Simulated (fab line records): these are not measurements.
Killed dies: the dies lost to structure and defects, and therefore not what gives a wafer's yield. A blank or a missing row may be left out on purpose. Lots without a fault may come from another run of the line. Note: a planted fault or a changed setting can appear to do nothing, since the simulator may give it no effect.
Matching of chambers ; flow n5Finfet ; uvCure-03 running N5_BEOL_M8_CURE_75: 3 sister chambers
The step cures SiCOH lowk, time 120 s. 6 wafers are shown with their chamber, then 11 later ones without.

## EACH WAFER AND ITS CHAMBER
wafer;chamber;wafer_temp_C_max;lampPowerPct (%)
L081.5;2;371.3;52.28
L081.6;2;371.1;52.37
L085.3;0;371.1;52.32
L085.5;0;370.8;52.33
L084.3;1;371.5;52.34
L084.4;1;372.1;52.37

## WAFERS WHOSE CHAMBER IS MISSING
wafer;wafer_temp_C_max;lampPowerPct (%)
L084.5;372.3;52.35
L084.6;371.7;52.30
L086.1;371.7;52.33
L086.3;371.0;52.33
L086.5;371.5;52.32
L087.2;371.0;52.31
L087.5;370.6;52.32
L087.6;370.9;52.33
L088.1;370.9;52.36
L088.3;370.9;52.31
L088.5;371.0;52.38

## CHAMBER TAKEN BY EACH
wafer;from the rows above;in truth
L084.5;1;1
L084.6;can't be placed: 1 or 2 or 0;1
L086.1;can't be placed: 1 or 2 or 0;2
L086.3;can't be placed: 0 or 2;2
L086.5;can't be placed: 2 or 1 or 0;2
L087.2;can't be placed: 0 or 2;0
L087.5;can't be placed: 0 or 2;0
L087.6;can't be placed: 0 or 2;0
L088.1;can't be placed: 0 or 2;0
L088.3;can't be placed: 0 or 2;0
L088.5;can't be placed: 0 or 2 or 1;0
1 of 11 placed correctly. Cannot be placed on the basis of these rows: 10; the candidates contain the true chamber in 10. Placed wrongly: 0.
How it was worked out, from the rows above alone: a wafer's distance from a chamber is the root of the sum, over the readings, of the square of ((its reading less the chamber's mean) divided by the reading's scatter). If the next closest chamber is less than 2 further off than the closest, the wafer can't be placed; otherwise it belongs to the closest. For every chamber, the mean is computed from those of its wafers that are shown. The scatter: the root of (the sum of the squares of (reading less its chamber's mean) over the shown wafers, divided by (wafers less chambers)).
